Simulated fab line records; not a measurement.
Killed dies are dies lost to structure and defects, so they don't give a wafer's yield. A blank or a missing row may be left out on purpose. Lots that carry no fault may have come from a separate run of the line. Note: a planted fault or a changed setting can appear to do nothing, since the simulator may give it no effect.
Lot-split experiment -- flow n5Finfet -- 21 wafers read across 7 lots, on a route 1938 steps long

THE SPLIT
At N5_BEOL_M11_TRENCH_ETCH_37 (etches SiCOH lowk in C4F6/O2, target depth 148.83 nm, time 48 s), the setting timeS was moved away from the recipe's 48 s on 7 of the 21 wafers read, by -18.9% to +14.8%. The other wafers ran this setting at the recipe's value.

FROM THE SPLIT TO THE READING: what the file shows between them, 11 steps
- N5_BEOL_M11_ETCH_41: etches SiCN in CH3F/O2, target depth 42.6 nm, time 86 s
- N5_BEOL_M11_STRIP_77: strips in N2/H2, time 10 s
- N5_BEOL_M11_OCD_MEAS_38
- N5_BEOL_M11_HM_STRIP_39: strips TiN in peroxide tin strip, target depth 25 nm, time 158 s
- N5_BEOL_M11_SRD_40: time 30 s
- N5_BEOL_M11_ECD_50: material Cu, target thk 318 nm
- N5_BEOL_M11_ANNEAL_51: time 90 s
- N5_BEOL_M11_CMP_52: polishes, stops on SiCOH lowk, t overpolish 7 s, target thk 140 nm
- N5_BEOL_M11_THK_MEAS_53: measures by xrf
- N5_BEOL_M11_PRE_CLEAN_55: time 15 s
- N5_BEOL_M11_DEP_56: deposits SiCN from 3MS/NH3, target thk 30 nm, time 10.5 s

THE READING
M11_RS in ohm/sq, measured at N5_BEOL_M11_RS_MEAS_57 by four-point-probe. On this fab line, fault-free wafers typically give 0.1523 ohm/sq with a standard deviation of 0.0029 ohm/sq.

wafer,"tool, chamber at the split","timeS as run, s",against the recipe,"M11_RS, ohm/sq",against lot-mates on the recipe
L077.2,"rieDiel-06, 1",44.71,-6.9%,0.1673,+0.0100
L077.4,"rieDiel-06, 3",48,recipe,0.1565,-
L077.6,"rieDiel-06, 0",48,recipe,0.1581,-
L081.2,"rieDiel-06, 1",48,recipe,0.1512,-
L081.5,"rieDiel-06, 2",48,recipe,0.1545,-
L081.6,"rieDiel-06, 1",48,recipe,0.1511,-
L082.4,"rieDiel-02, 0",48,recipe,0.1488,-
L082.5,"rieDiel-02, 1",48,recipe,0.1499,-
L082.6,"rieDiel-02, 2",48,recipe,0.1524,-
L087.1,"rieDiel-06, 1",48,recipe,0.1521,-
L087.4,"rieDiel-06, 0",55.1,+14.8%,0.1319,-0.0202
L087.6,"rieDiel-06, 3",55.1,+14.8%,0.1290,-0.0231
L086.1,"rieDiel-02, 0",40.68,-15.2%,0.1772,+0.0279
L086.3,"rieDiel-02, 2",40.68,-15.2%,0.1875,+0.0382
L086.6,"rieDiel-02, 3",48,recipe,0.1493,-
L090.2,"rieDiel-06, 3",38.95,-18.9%,0.1972,+0.0442
L090.3,"rieDiel-06, 2",48,recipe,0.1549,-
L090.6,"rieDiel-06, 1",48,recipe,0.1510,-
L095.1,"rieDiel-06, 1",40.24,-16.2%,0.1869,+0.0326
L095.3,"rieDiel-06, 2",48,recipe,0.1526,-
L095.4,"rieDiel-06, 0",48,recipe,0.1560,-

THE FIT
A straight line over all 21 wafers: M11_RS changes by -0.00192 ohm/sq for each +1% of timeS; r = -0.97; the points scatter about the line by 0.0039 ohm/sq.
The same after taking each lot's own level away (the mean of its wafers on the recipe; 21 wafers): -0.00193 ohm/sq for each +1%; r = -0.98; scatter 0.0036 ohm/sq.
Per that fit: largest timeS move, reading shift of 0.036 ohm/sq.
Across the lots, their own levels run from 0.14930 to 0.15730 ohm/sq, a range of 2.8 times the standard deviation given above.
Consequently the slope shifts little with the lot-to-lot level, the two slopes agreeing.
Check: for one of the wafers moved furthest among these (-18.9%), held out of the fit, the line's prediction against its lot-mates is +0.0356 ohm/sq. Against them it came out at +0.0442 ohm/sq.

THESE WAFERS: OTHER SPLITS
Before the reading, these wafers also passed through other splits. Each is held against what the fit with the lots' levels taken away leaves over:
other split on the same wafers,wafers away from the commonest value,r with M11_RS (lot level and that fit taken away)
N5_BEOL_M7_VIA_ETCH_34 timeS,7,-0.20
N5_BEOL_M7_TRENCH_ETCH_37 biasW,9,+0.09
N5_BEOL_M8_DESCUM_33 timeS,11,+0.06
N5_BEOL_M8_ETCH_65 sourceW,6,+0.11
N5_BEOL_M10_VIA_ETCH_34 timeS,7,+0.47
N5_BEOL_M10_ETCH_41 sourceW,8,-0.17
N5_BEOL_M11_PEB_26 pebTimeS,5,-0.20

THE WHOLE CHAIN: every reading that the file lists as answering this split, in the file's order
step,what it does,reading,change (the file's fit),r (the file's)
N5_BEOL_M11_TRENCH_ETCH_37,"etches SiCOH lowk in C4F6/O2, target depth 148.83 nm, time 48 s","BEOL_M11.featureDepthNm (the simulator's own value, which no gauge read)",+1.42 nm for each +1% of the setting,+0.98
N5_BEOL_M11_TRENCH_ETCH_37,"etches SiCOH lowk in C4F6/O2, target depth 148.83 nm, time 48 s","etch.depthNm (the simulator's own value, which no gauge read)",+1.42 nm for each +1% of the setting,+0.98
N5_BEOL_M11_TRENCH_ETCH_37,"etches SiCOH lowk in C4F6/O2, target depth 148.83 nm, time 48 s","TiN_of_BEOL_M11_HM_DEP_02.thkNm (the simulator's own value, which no gauge read)",-0.0418 nm for each +1% of the setting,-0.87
N5_BEOL_M11_OCD_MEAS_38,,trenchDepthNm,+1.41 nm for each +1% of the setting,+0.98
N5_BEOL_M11_CMP_52,"polishes, stops on SiCOH lowk, t overpolish 7 s, target thk 140 nm","Cu_of_BEOL_M11_ECD_50.thkNm (the simulator's own value, which no gauge read)",+1.43 nm for each +1% of the setting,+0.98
N5_BEOL_M11_THK_MEAS_53,measures by xrf,M11_THK,+1.41 for each +1% of the setting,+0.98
N5_BEOL_M11_RS_MEAS_57,measures by four-point-probe,M11_RS,-0.00202 for each +1% of the setting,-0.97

THE FILE'S OWN FIT
M11_RS changes by -0.00202 ohm/sq for each +1% of timeS, r = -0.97.
